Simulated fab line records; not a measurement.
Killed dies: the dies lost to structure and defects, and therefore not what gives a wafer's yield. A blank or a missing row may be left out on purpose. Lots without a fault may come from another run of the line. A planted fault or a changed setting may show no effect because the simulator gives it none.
Struck lot and sound lot, side by side    flow nand harc    42 steps out of a route of 1302
Sound: wafers L834.3, L834.4, L834.6. Struck: wafer L839.4 (left out: L839.3, a lot-mate that was not struck); the cause follows at the end.
Order at every step that has rows: each side's tool, ch and its chambers, its first start. Under that, the readings that differ: sound wafers    struck wafers    difference of the means    sigmas: that difference in standard deviations of wafers without a fault.
alike: readings whose means differ by less than 2 such deviations, and words and numbers that are the same on both sides. not compared: withheld readings, readings that some wafer has no value for, bounds like >300 that may hide the same value, and numbers for which the record gives no deviation and whose values overlap.
Wherever a step has rows on one side only, a row that says differs or no value, or a row with sigmas, the two part there. When numbers do not overlap yet have no deviation, they are printed without sigmas and do not part them. A reading missing from all wafers of one side parts the sides only when that side holds two or more wafers.

first, 1 step without rows for these wafers: NHARC_P_STI_HARDBAKE_13 (time 65 s).
NHARC_P_STI_DESCUM_14: chemistry O2, time 3 s.
  sound on rie diel-08 ch 0,3, day 5 08:52; struck on rie diel-11 ch 0, day 7 09:49
  alike: drypump motor current A, oes product au, rf vpp V, showerhead plenum p Torr, throttle valve pct
  not compared: rf hours counter h
NHARC_P_STI_ETCH_42: etches the open film in N2/H2, target depth 80 nm, overetch 24 nm, time 61 s.
  sound on rie diel-08 ch 1,2, day 5 08:58; struck on rie diel-11 ch 2, day 7 09:53
reading                          sound                 struck  difference  sigmas
rf vpp V (V)                     433.5 433.9 433.2     426.1   -7.4        -3
showerhead plenum p Torr (Torr)  2.09 2.20 2.09        1.89    -0.24       -2
throttle valve pct (%)           14.180 14.180 14.166  14.152  -0.023      -2
  alike: drypump motor current A, n2 flow sccm, oes product au
  not compared: rf hours counter h
then, 1 step without rows for these wafers: NHARC_P_STI_ETCH_31 (etches the open film in CF4/CHF3, target depth 108.9 nm, time 54.5 s).
NHARC_P_STI_ETCH_15: etches the open film in HBr/Cl2, target depth 300 nm, time 100.1 s.
  sound on rie si-05 ch 0,1,2, day 5 09:11; struck on rie si-02 ch 3, day 7 10:05
reading              sound              struck  difference  sigmas
mfc cl2 sccm (sccm)  50.01 50.10 50.20  49.74   -0.36       -3
  alike: drypump motor current A, hbr flow sccm, he backside leak sccm, oes product au, throttle valve pct
  not compared: rf hours counter h
NHARC_P_STI_CD_MEAS_16:
  struck on cd sem-02, day 7 10:14; sound on cd sem-03, day 5 09:19
  alike: cd nm
NHARC_P_STI_OCD_MEAS_17:
  struck on ocd-02, day 7 10:20; sound on ocd-01, day 5 09:24
  alike: trench depth nm, trench foot cd nm
then, 3 steps without rows for these wafers: NHARC_P_STI_STRIP_19 (strips in SPM, time 900 s); NHARC_P_STI_PRECLEAN_32 (cleans in SC1); NHARC_P_STI_SRD_23.
NHARC_P_STI_OCD_MEAS_43:
  struck on ocd-01, day 7 10:51; sound on ocd-02, day 5 09:55
  alike: trench depth nm, trench foot cd nm
then, 1 step without rows for these wafers: NHARC_P_STI_OXIDE_33 (material SiO2, target thk 10 nm, ox time 281 s).
NHARC_P_STI_HDPCVD_20: deposits SiO2.
  sound on hdpcvd-01 ch 0,1, day 5 18:43; struck on hdpcvd-01 ch 0,1, day 7 19:41
then, 1 step without rows for these wafers: NHARC_P_STI_ANNEAL_34 (time 1800 s).
NHARC_P_STI_CMP_21: polishes, t overpolish 20 s, target thk 380.67 nm.
  sound on cmp-02 ch 1,2, day 6 03:41; struck on cmp-04 ch 0, day 8 04:11
  alike: motor current A, overpolish run s
then, 7 steps without rows for these wafers: NHARC_P_STI_SRD_35; NHARC_P_STI_ETCH_36 (etches SiO2 in dHF, target depth 38.8 nm); NHARC_P_STI_STRIP_24 (strips Si3N4 in H3PO4); NHARC_P_STI_ETCH_37 (etches SiO2 in dHF, target depth 11 nm); NHARC_P_STI_PRECLEAN_38 (cleans in SC1); NHARC_P_STI_SRD_39; NHARC_P_STI_OXIDE_40 (material SiO2, target thk 10 nm, ox time 1362 s).
NHARC_P_STI_INSPECT_25:
  struck on defect inspect-02, day 8 12:35; sound on defect inspect-01, day 6 13:19
  alike: raw defect count
then, 12 steps without rows for these wafers: NHARC_P_GATE_ETCH_69 (etches SiO2 in dHF, target depth 14 nm); NHARC_P_GATE_PRECLEAN_70 (cleans in SC1); NHARC_P_GATE_SRD_01; NHARC_P_GATE_OXIDE_02 (material SiO2, target thk 37.5 nm, ox time 365 s); NHARC_P_GATE_DEHYDRATE_03 (time 120 s); NHARC_P_GATE_HMDS_04 (time 30 s); NHARC_P_GATE_COAT_05; NHARC_P_GATE_SOFTBAKE_06 (time 95 s); NHARC_P_GATE_EBR_07; NHARC_P_GATE_EXPOSE_08 (exposes mask P HV); NHARC_P_GATE_PEB_09 (peb time 85 s); NHARC_P_GATE_DEVELOP_10 (time 70 s).
NHARC_P_GATE_CD_MEAS_11: target cd 1640 nm.
  the record has rows for the sound wafers here (cd sem-03 ch 0, day 6 21:58) and none for the struck ones
then, 1 step without rows for these wafers: NHARC_P_GATE_HARDBAKE_12 (time 80 s).
NHARC_P_GATE_DESCUM_13: chemistry O2, time 3 s.
  the record has rows for the sound wafers here (rie diel-05 ch 1,2,3, day 6 22:07) and none for the struck ones
then, 3 steps without rows for these wafers: NHARC_P_GATE_ETCH_14 (etches SiO2 in dHF, target depth 48.8 nm); NHARC_P_GATE_STRIP_15 (strips in SPM, time 780 s); NHARC_P_GATE_PRECLEAN_71 (cleans in SC1).
-- break in the record here, with 20 days between the starts of the struck wafers on either side (left off in module P_GATE, picked up again in module END, where the first step shown is number 1302 on the route) --
NHARC_END_SORT_01:
  only the struck wafers appear in the record here, on prober-01 ch 0 at day 28 22:59; the sound ones have no rows

## WHERE THEY PART
Last at NHARC_END_SORT_01 as far as this record goes, first at NHARC_P_STI_ETCH_42.

WHY: the cause the simulator had injected
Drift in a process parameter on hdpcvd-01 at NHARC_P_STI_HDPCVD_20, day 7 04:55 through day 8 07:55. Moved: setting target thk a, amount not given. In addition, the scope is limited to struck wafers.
